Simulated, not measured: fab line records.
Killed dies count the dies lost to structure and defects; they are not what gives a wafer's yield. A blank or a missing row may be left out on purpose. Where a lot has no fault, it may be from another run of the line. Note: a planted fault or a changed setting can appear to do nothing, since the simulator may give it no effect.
Split-lot trial ; flow n5_finfet ; 21 wafers read from 7 lots, route of 1938 steps

ON THE SPLIT
At N5_GATE_CUT_COAT_07 (resist thk 30 nm), the setting spin_rpm was moved away from the recipe's 1500 rpm on 8 of the 21 wafers read, by -10.6% to +8.1%. This setting was run at the recipe's value on the other wafers.

FROM THE SPLIT TO THE READING: what the file shows between them, 5 steps
- N5_GATE_CUT_EXPOSE_10: exposes mask GATE CUT, target cd 20 nm (also split here: dose_mj)
- N5_GATE_CUT_PEB_11: peb time 60 s
- N5_GATE_CUT_DEVELOP_12: develop time 30 s
- N5_GATE_CUT_CD_MEAS_13: target cd 20 nm
- N5_GATE_CUT_DESCUM_18: chemistry O2, time 7 s

THE READING
CAR-EUV_of_GATE_CUT_COAT_07.thk_nm (the simulator's own value, which no gauge read), in nm, at N5_GATE_CUT_ETCH_28 (etches underlayer in N2/H2, target depth 13 nm, time 10.4 s). The file gives no usual value for it. Average 14.7 nm, standard deviation 0.12 nm, over the 13 wafers here run with the recipe.

wafer;tool, chamber at the split;spin_rpm as run, rpm;against the recipe;CAR-EUV_of_GATE_CUT_COAT_07.thk_nm, nm;against lot-mates on the recipe
L074.2;litho_track-05, 0;1578;+5.2%;13.6;no lot-mate on the recipe
L074.4;litho_track-05, 0;1578;+5.2%;14;no lot-mate on the recipe
L074.6;litho_track-05, 0;1578;+5.2%;13.6;no lot-mate on the recipe
L078.1;litho_track-04, 0;1621;+8.1%;13.6;-1.2
L078.2;litho_track-04, 0;1500;recipe;14.8;-
L078.3;litho_track-04, 0;1500;recipe;14.8;-
L080.2;litho_track-04, 0;1500;recipe;14.6;-
L080.3;litho_track-04, 0;1500;recipe;14.4;-
L080.6;litho_track-04, 0;1500;recipe;14.6;-
L089.1;litho_track-02, 0;1500;recipe;14.6;-
L089.4;litho_track-02, 0;1500;recipe;14.6;-
L089.6;litho_track-02, 0;1385;-7.7%;15.8;+1.2
L093.3;litho_track-04, 0;1500;recipe;14.8;-
L093.4;litho_track-04, 0;1500;recipe;14.8;-
L093.6;litho_track-04, 0;1341;-10.6%;16.2;+1.4
L094.1;litho_track-02, 0;1393;-7.1%;15.8;+1.0
L094.3;litho_track-02, 0;1393;-7.1%;15.6;+0.8
L094.4;litho_track-02, 0;1500;recipe;14.8;-
L095.1;litho_track-05, 0;1500;recipe;14.6;-
L095.4;litho_track-05, 0;1500;recipe;14.6;-
L095.5;litho_track-05, 0;1500;recipe;14.6;-

FIT RESULTS
A straight line over all 21 wafers: CAR-EUV_of_GATE_CUT_COAT_07.thk_nm changes by -0.151 nm for each +1% of spin_rpm; r = -0.98; the points scatter about the line by 0.15 nm.
The same after taking each lot's own level away (the mean of its wafers on the recipe; 18 wafers): -0.139 nm for each +1%; r = -0.99; scatter 0.075 nm.
On that fit, the largest move of spin_rpm shifts the reading by 1.5 nm.
Across the lots, their own levels run from 14.53 to 14.80 nm, a range of 2.2 times the standard deviation given above.
Hence the lot-to-lot level has little effect on the slope; both slopes agree.
Check: +1.49 nm against its lot-mates is what the line predicts for one of the wafers moved furthest among these (-10.6%) when that wafer is left out of the fit. Against them it came out at +1.4 nm.

FURTHER SPLITS ON THESE WAFERS
Note: prior to the reading, these wafers also went through further splits. Each is held against what the fit with the lots' levels taken away leaves over:
other split on the same wafers;wafers away from the commonest value;r with CAR-EUV_of_GATE_CUT_COAT_07.thk_nm (lot level and that fit taken away)
N5_SD_EPI_P_COAT_34 spin_rpm;6;+0.02
N5_SDB_COAT_05 spin_rpm;6;+0.04
N5_HKMG_FIN_DESCUM_53 time_s;6;-0.08
N5_HKMG_FIN_ETCH_55 bias_w;6;-0.07
N5_HKMG_FIN_DESCUM_17 time_s;7;-0.24
N5_GATE_CUT_EXPOSE_10 dose_mj;8;-0.40

THE WHOLE CHAIN: every reading that the file lists as answering this split, in the file's order
step;what it does;reading;change (the file's fit);r (the file's)
N5_GATE_CUT_COAT_07;resist thk 30 nm;CAR-EUV_of_GATE_CUT_COAT_07.thk_nm (the simulator's own value, which no gauge read);-0.16 nm for each +1% of the setting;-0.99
N5_GATE_CUT_DEVELOP_12;develop time 30 s;CAR-EUV_of_GATE_CUT_COAT_07.thk_nm (the simulator's own value, which no gauge read);-0.153 nm for each +1% of the setting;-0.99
N5_GATE_CUT_ETCH_28;etches underlayer in N2/H2, target depth 13 nm, time 10.4 s;CAR-EUV_of_GATE_CUT_COAT_07.thk_nm (the simulator's own value, which no gauge read);-0.14 nm for each +1% of the setting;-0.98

THE FILE'S OWN FIT
CAR-EUV_of_GATE_CUT_COAT_07.thk_nm changes by -0.14 nm for each +1% of spin_rpm, r = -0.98.
